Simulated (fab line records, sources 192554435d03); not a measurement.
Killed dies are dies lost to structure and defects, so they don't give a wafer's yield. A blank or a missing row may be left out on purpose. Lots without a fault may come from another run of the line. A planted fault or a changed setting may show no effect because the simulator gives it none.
One fault seen from 2 desks | flow n5_finfet | each desk has only its own numbers; what lay behind them comes last

THE TOOL OWNER'S DESK: rie_diel-04
The tool's own readings at N5_BEOL_M2_ETCH_63 (etches SiARC in CF4, target depth 15.6 nm, time 26 s): means of the sampled wafers that have a number, for each lot that ran on this tool. A lot is out of limits, marked OUT, if its mean lies more than 4 standard deviations from the usual mean; the brackets give that distance.
Columns: A = drypump_motor_current_A at N5_BEOL_M2_ETCH_63, usual 5.9 A; B = etch_rf_on_time_s at N5_BEOL_M2_ETCH_63, usual 26.4 s; C = oes_product_au at N5_BEOL_M2_ETCH_63, usual 0.66 a.u.; D = rf_vpp_V at N5_BEOL_M2_ETCH_63, usual 183.9 V; E = showerhead_plenum_p_Torr at N5_BEOL_M2_ETCH_63, usual 2.13 Torr; F = throttle_valve_pct at N5_BEOL_M2_ETCH_63, usual 15.6 %
lot  | first seen here | A   | B               | C    | D     | E    | F
L866 | day 7 03:52     | 5.9 | 27.2            | 0.60 | 183.7 | 2.12 | 15.7
L871 | day 8 18:05     | 5.7 | 26.6            | 0.62 | 183.4 | 2.08 | 15.9
L875 | day 9 13:09     | 5.5 | 30.1 (+7.5) OUT | 0.56 | 182.8 | 2.04 | 15.8
L876 | day 9 19:19     | 6.2 | 29.4 (+6.1) OUT | 0.68 | 183.6 | 2.17 | 15.6
L878 | day 10 02:03    | 6.0 | 29.3 (+5.9) OUT | 0.66 | 184.7 | 2.12 | 15.6
This desk's finding: out of limits on L875, L876, L878; first on L875, day 9 13:09 (etch_rf_on_time_s at N5_BEOL_M2_ETCH_63). In limits: L866, L871.

THE METROLOGY DESK
What the gauges read, lot by lot, whatever tool the lot ran on: means of the sampled wafers that have a number. A lot is out of limits, marked OUT, if its mean lies more than 4 standard deviations from the usual mean; the brackets give that distance. Of its 10 readings 7 are shown: those that lie furthest out on some lot.
Columns: A = DIBL_P at N5_BEOL_M4_RC_MEAS_101, usual 35.3 mV/V; B = ION_N at N5_BEOL_M4_RC_MEAS_101, usual 667 uA/um; C = ION_P at N5_BEOL_M4_RC_MEAS_101, usual 456 uA/um; D = SS_N at N5_BEOL_M4_RC_MEAS_101, usual 71.4 mV/dec; E = SS_P at N5_BEOL_M4_RC_MEAS_101, usual 73.1 mV/dec; F = VT_N at N5_BEOL_M4_RC_MEAS_101, usual 251 mV; G = VT_P at N5_BEOL_M4_RC_MEAS_101, usual -252 mV
lot  | first seen here | A    | B   | C   | D    | E    | F   | G
L867 | day 10 07:59    | 36.7 | 667 | 457 | 71.5 | 73.6 | 251 | -252
L868 | day 10 23:08    | 38.1 | 671 | 457 | 71.8 | 73.4 | 250 | -253
L866 | day 11 02:30    | 36.1 | 656 | 444 | 72.6 | 73.7 | 251 | -252
L871 | day 11 20:26    | 34.3 | 649 | 448 | 70.8 | 72.5 | 255 | -257
L875 | day 12 12:49    | 33.9 | 666 | 455 | 70.8 | 72.6 | 252 | -252
L876 | day 12 22:53    | 33.7 | 666 | 464 | 70.5 | 72.1 | 254 | -252
L878 | day 12 23:25    | 33.8 | 658 | 453 | 71.3 | 73.0 | 252 | -253
L884 | day 14 23:49    | 34.5 | 670 | 465 | 71.5 | 72.9 | 246 | -247
L885 | day 15 02:43    | 32.6 | 656 | 450 | 70.8 | 72.3 | 252 | -255
L886 | day 15 08:19    | 36.1 | 669 | 461 | 71.4 | 73.2 | 253 | -252
This desk's finding: nothing out of limits on any of the 10 lots.

PUT TOGETHER
The tool owner's desk could have raised an alarm at day 9 13:09, on L875, L876, L878.
The metrology desk saw nothing out of limits.
The metrology desk has L875, L876, L878 on record, within its limits.
Of the lots named, all ran N5_BEOL_M2_ETCH_63 on rie_diel-04.

WHAT THE SIMULATOR HAD PUT IN
Process parameter drift: rie_diel-04, from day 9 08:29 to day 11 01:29, at N5_BEOL_M2_ETCH_63. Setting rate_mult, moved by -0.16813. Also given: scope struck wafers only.
Lots struck among those shown: L875, L876, L878.
Hours from the fault's start to each desk's first reading out of limits: the tool owner's desk, 5.
